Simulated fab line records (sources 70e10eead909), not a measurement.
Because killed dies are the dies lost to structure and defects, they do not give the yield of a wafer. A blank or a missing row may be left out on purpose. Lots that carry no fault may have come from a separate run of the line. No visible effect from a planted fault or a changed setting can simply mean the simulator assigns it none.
fab line records	flow nand-harc
[record] lots = 13	wafers = 39	last-day = 33
route steps=1302 shown P_M0@274 THIN_TSV@1259 END@1302
lots that met no fault: taken from a fault-free run of the same line
start-h: the number of hours between the record's first day and the start of the first shown wafer of the lot	wait-h: how many hours have passed since the lot's step before this one	" unchanged from the row above	L1.1+2: one row covering several wafers at once	- no value present, or no start provided	* or withheld: withheld	< > ~ a bound
route shown NAME@n: a module of which the file shows steps, and the number in the route of the first	usual: mean/standard deviation of fault-free wafers	same: alike in all rows	chamber/n: place in a boat	sites: the reading at each site	_std_site: their standard deviation	_edge_site: outer sites' mean less inner sites'	radius-mm: how far each site lies from the wafer's centre	mask NAME#n: copy n	behind: the last tool/chamber to shape the wafer	hold: the reason the lot was held/the length of the hold in hours/how it ended	device: the transistor (n, p or np) that didn't switch	end of line: the tests these same wafers got at the end of their route	a step with no rows: only its recipe	killed: at the first sort, the dies lost to defects and structure; wafer yield is something else	map: per-die view of a wafer (x killed, . not killed, _ where there is no die)
set.NAME: the setting as run; set.NAME@STEP: as run at that earlier step	model.NAME: the simulator's own value behind a step, which no gauge read
route steps across a sampled set of lots; one table per step, one row per wafer
services: from which hour (start-h, from the record's first day; less than 0 if before it) a tool's chamber was out of use, for how many hours, and why
[[steps]]
[step NHARC_P_M0_PVD_20]
[recipe] target-thk-a = 50	bias-v = 168.6	power-w = 15000	chamber-pressure-pa = 0.12	time-s = 8.06	substrate-temp-c = 50	material = TaN
[usual] cathode-dc-power-W = 15000/2.8	throttle-valve-pct = 30.1/1
lot.wafer	tool	chamber	start-h	wait-h	cathode-dc-power-W	throttle-valve-pct
L484.2	pvd-sputter-02	-	133.53	-	15001	31.6
L484.6	"	-	"	"	15002	31.7
L484.5	"	-	"	"	14995	30.3
L485.2	pvd-sputter-02	-	136.73	-	15003	28.9
L485.1	"	-	"	"	15005	30.5
L485.5	"	-	"	"	15002	31.8
L486.2	pvd-sputter-02	-	152.69	-	14999	28.7
L486.3	"	-	"	"	14999	31.5
L486.6	"	-	"	"	15001	31.3
L488.2	pvd-sputter-02	-	171.41	-	15002	31.3
L488.5	"	-	"	"	14999	28.7
L488.6	"	-	"	"	14997	31.5
L489.3	pvd-sputter-02	-	186.12	-	15003	31.5
L489.1	"	-	"	"	14998	30.4
L489.5	"	-	"	"	15000	28.8
L492.4	pvd-sputter-02	-	218.53	-	15002	31.3
L492.2	"	-	"	"	14998	30.4
L492.6	"	-	"	"	14999	31.7
L494.3	pvd-sputter-02	-	233.25	-	15001	30.9
L494.2	"	-	"	"	15000	28.7
L494.1	"	-	"	"	15000	30.2
L498.3	pvd-sputter-03	-	277.24	-	15001	29.2
L498.1	"	-	"	"	14998	30.2
L498.6	"	-	"	"	14997	29.2
L499.3	pvd-sputter-03	-	284.18	-	15001	29.2
L499.1	"	-	"	"	14998	29.4
L499.5	"	-	"	"	15004	30.1
L500.3	pvd-sputter-02	-	295.18	-	15002	30.5
L500.4	"	-	"	"	15003	29.0
L500.6	"	-	"	"	14998	32.0
L502.3	pvd-sputter-03	-	307.23	-	15005	30.1
L502.1	"	-	"	"	15000	29.1
L502.2	"	-	"	"	15003	30.4
L503.2	pvd-sputter-02	-	317.49	-	15002	28.8
L503.4	"	-	"	"	14993	32.0
L503.1	"	-	"	"	15003	30.3
L506.3	pvd-sputter-02	-	353.49	-	15003	32.1
L506.2	"	-	"	"	15001	30.8
L506.6	"	-	"	"	14999	28.8
[step NHARC_THIN_TSV_CD_MEAS_12]
[recipe] target-cd-nm = 1000	landing-energy-ev = 500
[usual] cd-nm = 1000.0/1.8
lot.wafer	tool	chamber	start-h	wait-h	cd-nm
L484.2	cd-sem-01	0	552.64	-	999.5
L484.5	"	0	"	"	1003.1
L484.6	"	0	"	"	998.1
L486.2	cd-sem-02	0	558.53	-	1003.0
L486.3	"	0	"	"	1002.0
L486.6	"	0	"	"	1003.3
L485.1	cd-sem-03	0	559.75	-	1000.8
L485.2	"	0	"	"	998.0
L485.5	"	0	"	"	1002.7
L488.2	cd-sem-01	0	593.92	-	1001.5
L488.5	"	0	"	"	1002.4
L488.6	"	0	"	"	1000.8
L489.1	cd-sem-01	0	624.51	-	998.4
L489.3	"	0	"	"	1001.9
L489.5	"	0	"	"	1000.4
L492.2	cd-sem-03	0	647.76	-	1002.2
L492.4	"	0	"	"	999.3
L492.6	"	0	"	"	1000.2
L494.1	cd-sem-01	0	648.96	-	998.8
L494.2	"	0	"	"	1001.5
L494.3	"	0	"	"	1000.4
L498.1	cd-sem-02	0	690.00	-	997.9
L498.3	"	0	"	"	998.5
L498.6	"	0	"	"	1002.7
L499.1	cd-sem-03	0	691.21	-	1000.3
L499.3	"	0	"	"	1000.5
L499.5	"	0	"	"	998.3
L500.3	cd-sem-02	0	718.68	-	996.5
L500.4	"	0	"	"	998.6
L500.6	"	0	"	"	996.5
L502.1	cd-sem-01	0	729.87	-	1001.1
L502.2	"	0	"	"	1000.4
L502.3	"	0	"	"	1000.5
L503.1	cd-sem-02	0	736.72	-	1000.1
L503.2	"	0	"	"	1003.2
L503.4	"	0	"	"	998.5
L506.2	cd-sem-01	0	765.37	-	999.6
L506.3	"	0	"	"	998.3
L506.6	"	0	"	"	1001.0
[step NHARC_THIN_TSV_ETCH_44]
[recipe] target-depth-a = 15942	time-s = 797.1	cf4-flow-sccm = 150	o2-flow-sccm = 10	ar-flow-sccm = 0	rf-w = 300	bias-w = 800	chemistry = CF4/O2
[usual] cf4-flow-sccm = 150.0/0.45	drypump-motor-current-A = 5.8/0.53	oes-product-au = 1.001/0.0099	rf-vpp-V = 795/3.9	showerhead-plenum-p-Torr = 1.84/0.062	throttle-valve-pct = 16.915/0.01
lot.wafer	tool	chamber	start-h	wait-h	cf4-flow-sccm	drypump-motor-current-A	oes-product-au	rf-hours-counter-h	rf-vpp-V	showerhead-plenum-p-Torr	throttle-valve-pct
L484.2	rie-diel-09	2	552.94	0.1	149.4	5.8	0.996	1	800	1.92	16.907
L484.5	"	1	"	"	150.2	5.7	1.009	-	795	1.85	16.908
L484.6	"	2	"	"	150.1	5.9	1.005	-	799	1.92	16.918
L486.3	rie-diel-09	2	558.83	0.1	148.8	5.9	0.990	2	801	1.92	16.919
L486.2	"	3	"	"	149.9	6.2	0.992	3	794	1.83	16.906
L486.6	"	2	"	"	149.0	5.9	0.992	-	800	1.92	16.911
L485.1	rie-diel-10	3	560.11	0.2	150.0	5.0	0.984	9	787	1.72	16.932
L485.2	"	0	"	"	149.3	5.0	0.999	9	794	1.81	16.910
L485.5	"	1	"	"	149.6	5.2	0.992	-	788	1.74	16.925
L488.2	rie-diel-10	2	594.27	0.2	149.9	5.2	1.011	11	800	1.90	16.919
L488.5	"	0	"	"	149.3	5.0	1.000	-	793	1.81	16.919
L488.6	"	1	"	"	148.9	5.1	1.006	-	790	1.74	16.901
L489.1	rie-diel-11	1	624.76	0.1	150.1	6.8	0.999	1	800	1.90	16.925
L489.3	"	3	"	"	150.2	6.4	0.999	1	792	1.78	16.913
L489.5	"	2	"	"	149.8	6.5	1.002	-	799	1.89	16.906
L492.2	rie-diel-09	2	648.00	0.1	149.8	5.9	1.004	6	799	1.92	16.915
L492.4	"	1	"	"	149.0	5.7	1.022	7	795	1.85	16.938
L492.6	"	2	"	"	150.0	5.9	1.001	-	799	1.92	16.898
L494.2	rie-diel-11	3	649.20	0.1	150.0	6.4	1.005	2	792	1.78	16.911
L494.3	"	0	"	"	150.1	5.5	1.002	2	794	1.82	16.914
L494.1	"	2	"	"	150.7	6.5	1.025	3	799	1.89	16.895
L498.3	rie-diel-09	2	690.25	0.1	149.5	5.9	1.004	0	801	1.92	16.930
L498.1	"	0	"	"	150.2	5.7	0.993	0	799	1.90	16.912
L498.6	"	3	"	"	150.0	6.2	0.986	-	794	1.83	16.906
L499.1	rie-diel-09	0	691.57	0.2	149.1	5.7	1.000	0	800	1.90	16.911
L499.3	"	1	"	"	149.2	5.7	1.011	0	798	1.85	16.924
L499.5	"	3	"	"	150.7	6.2	0.992	-	794	1.83	16.897
L500.4	rie-diel-11	3	718.92	0.1	149.9	6.4	0.996	6	792	1.78	16.917
L500.3	"	0	"	"	149.8	5.5	0.993	5	793	1.82	16.899
L500.6	"	0	"	"	150.1	5.5	0.990	-	793	1.82	16.912
L502.1	rie-diel-09	2	730.12	0.1	150.0	5.9	0.999	3	799	1.92	16.910
L502.3	"	0	"	"	150.7	5.7	0.996	3	799	1.90	16.926
L502.2	"	1	"	"	150.1	5.7	1.008	3	795	1.85	16.909
L503.2	rie-diel-11	0	736.97	0.1	149.8	5.5	0.991	8	793	1.82	16.906
L503.4	"	1	"	"	150.2	6.8	1.022	7	799	1.90	16.915
L503.1	"	3	"	"	150.0	6.4	0.999	10	793	1.78	16.923
L506.2	rie-diel-11	3	765.61	0.1	150.0	6.4	1.011	11	791	1.78	16.912
L506.3	"	1	"	"	149.8	6.8	1.019	8	798	1.90	16.932
L506.6	"	0	"	"	150.5	5.5	0.995	-	794	1.82	16.911
[step NHARC_THIN_TSV_DEGAS_49]
[recipe] temp-c = 300	time-s = 120
[usual] heater-power-w = 455/36
lot.wafer	tool	chamber	start-h	wait-h	heater-power-w
L484.2	pvd-sputter-03	-	556.23	0.2	423
L484.5	"	-	"	"	482
L484.6	"	-	"	"	431
L486.3	pvd-sputter-02	-	561.31	0.1	441
L486.2	"	-	"	"	392
L486.6	"	-	"	"	433
L485.1	pvd-sputter-02	-	562.56	0.2	388
L485.2	"	-	"	"	439
L485.5	"	-	"	"	428
L488.2	pvd-sputter-02	-	596.79	0.2	433
L488.5	"	-	"	"	435
L488.6	"	-	"	"	458
L489.3	pvd-sputter-02	-	627.28	0.1	435
L489.1	"	-	"	"	389
L489.5	"	-	"	"	445
L492.4	pvd-sputter-03	-	650.60	0.1	480
L492.2	"	-	"	"	498
L492.6	"	-	"	"	460
L494.3	pvd-sputter-03	-	651.80	0.1	401
L494.2	"	-	"	"	462
L494.1	"	-	"	"	497
L498.3	pvd-sputter-03	-	692.76	0.1	502
L498.1	"	-	"	"	477
L498.6	"	-	"	"	412
L499.1	pvd-sputter-03	-	694.03	0.2	476
L499.3	"	-	"	"	407
L499.5	"	-	"	"	485
L500.4	pvd-sputter-01	-	721.51	0.1	514
L500.3	"	-	"	"	488
L500.6	"	-	"	"	532
L502.1	pvd-sputter-01	-	732.64	0.1	540
L502.2	"	-	"	"	487
L502.3	"	-	"	"	463
L503.1	pvd-sputter-03	-	739.53	0.1	440
L503.4	"	-	"	"	453
L503.2	"	-	"	"	478
L506.2	pvd-sputter-02	-	768.30	0.2	387
L506.3	"	-	"	"	464
L506.6	"	-	"	"	465
[step NHARC_END_SORT_01]
[recipe] temp-c = 25
[usual] defect-limited-yield = 91.1/2.9	killed-at-array = 55/20	killed-at-other = 1.1/1.2	killed-at-periphery = 3.8/2.8	killed-dies = 60/19	killed-open = 3.4/1.9	killed-short = 2.2/1.5
[same] gross-dies = 677
lot.wafer	tool	chamber	start-h	wait-h	defect-limited-yield[%]	killed-at-array	killed-at-other	killed-at-periphery	killed-dies	killed-open	killed-short
L494.1	prober-02	0	662.90	2.5	76.7	55	1	102	158	3	4
L494.2	prober-02	0	663.70	2.8	80.2	52	1	81	134	1	3
L494.3	prober-02	0	664.49	3.1	79.3	46	2	92	140	6	4
L492.2	prober-01	0	663.72	2.8	75.8	64	1	99	164	3	3
L492.4	prober-01	0	665.31	3.4	75.0	73	0	96	169	2	0
L492.6	prober-01	0	666.90	4.0	73.9	78	0	99	177	1	2
// killed by level:class
L494.1 P_M0:unspecified=99 A_CHANNEL_HOLE_D1:chamber-film-flake=34 A_STAIRCASE:chamber-film-flake=6 A_CONTACT:chamber-film-flake=5 A_SLIT:chamber-film-flake=2 P_M0:geometric-particle:short=1 A_DECK1_JOINT:geometric-particle:short=1 A_CHANNEL_FILL_D2:geometric-particle:short=1
L494.2 P_M0:unspecified=75 A_CHANNEL_HOLE_D1:chamber-film-flake=29 A_CONTACT:chamber-film-flake=11 P_STI:chamber-film-flake=4 A_STAIRCASE:chamber-film-flake=4 A_WL_FILL:geometric-particle:short=2 A_M0:chamber-film-flake=2 A_CHANNEL_HOLE_D2:chamber-film-flake=2
L492.2 P_M0:unspecified=95 A_CHANNEL_HOLE_D1:chamber-film-flake=30 A_SLIT:chamber-film-flake=26 A_CHANNEL_FILL_D2:chamber-film-flake=2 P_CONTACT:geometric-particle:open=1 A_ONON_D1:geometric-particle:short=1 A_CHANNEL_FILL_D2:geometric-particle:short=1 A_CONTACT:geometric-particle:open=1
L494.3 P_M0:unspecified=82 A_CHANNEL_HOLE_D1:chamber-film-flake=25 A_STAIRCASE:chamber-film-flake=9 P_STI:chamber-film-flake=6 A_CONTACT:chamber-film-flake=5 P_M0:geometric-particle:open=2 THIN_TSV:chamber-film-flake=2 P_M1:geometric-particle:open=1
L492.4 P_M0:unspecified=94 A_SLIT:chamber-film-flake=31 A_CHANNEL_HOLE_D1:chamber-film-flake=30 A_CONTACT:chamber-film-flake=6 P_GATE:geometric-particle:open=1 A_CHANNEL_FILL_D1:geometric-particle:open=1 P_STI:chamber-film-flake=1 A_CHANNEL_HOLE_D2:chamber-film-flake=1
L492.6 P_M0:unspecified=98 A_SLIT:chamber-film-flake=34 A_CHANNEL_HOLE_D1:chamber-film-flake=28 A_CHANNEL_HOLE_D2:unspecified=4 A_CHANNEL_HOLE_D2:chamber-film-flake=3 A_CONTACT:chamber-film-flake=2 A_CHANNEL_HOLE_D1:geometric-particle:short=1 A_CHANNEL_HOLE_D2:geometric-particle:short=1
[[services]]
tool	chamber	start-h	hours	kind
rie-diel-09	2	113.36	3.7	repair
pvd-sputter-02	-	130.67	2.3	repair
rie-diel-09	-	143.15	9.0	pm
pvd-sputter-03	-	170.04	10.0	pm
pvd-sputter-02	-	269.72	1.4	repair
rie-diel-09	3	275.11	9.4	repair
pvd-sputter-02	-	282.96	10.0	pm
rie-diel-09	-	320.15	9.0	pm
pvd-sputter-03	-	346.75	0.9	repair
pvd-sputter-03	-	348.04	10.0	pm
pvd-sputter-03	-	362.70	7.5	repair
rie-diel-09	2	377.73	7.3	repair
pvd-sputter-03	-	383.63	1.4	repair
pvd-sputter-03	-	406.46	3.6	repair
rie-diel-09	2	430.54	1.7	repair
pvd-sputter-02	-	439.15	4.0	repair
pvd-sputter-02	-	460.96	10.0	pm
pvd-sputter-02	-	471.42	1.5	repair
pvd-sputter-03	-	526.04	10.0	pm
pvd-sputter-03	-	637.47	4.3	repair
pvd-sputter-02	-	638.96	10.0	pm
pvd-sputter-02	-	683.60	11.2	repair
pvd-sputter-03	-	704.04	10.0	pm
pvd-sputter-02	-	727.74	30.5	repair
[[key]]
[first-sign] step = NHARC_END_SORT_01	reading = killed-at-periphery	direction = up	sigmas = 32	usual = 3.8	struck = 94.8
[effect] step = NHARC_END_SORT_01	reading = defect-limited-yield	direction = down	sigmas = 5	usual = 91.1	struck = 76.8
[more-kills-born-at] NHARC_P_M0_PVD_20@pvd-sputter-02 = 543
met-at NHARC_P_M0_PVD_20
struck-lots L492,L494
not-acting-at NHARC_THIN_TSV_CD_MEAS_12,NHARC_THIN_TSV_ETCH_44,NHARC_THIN_TSV_DEGAS_49
onset-between 186.12 218.53
[fault] kind = chamber-particle-source	tool = pvd-sputter-02	chamber = -	onset-h = 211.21	steps = NHARC_P_M0_PVD_20	rate-per-visit-cm2 = 1.3806	end-h = 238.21
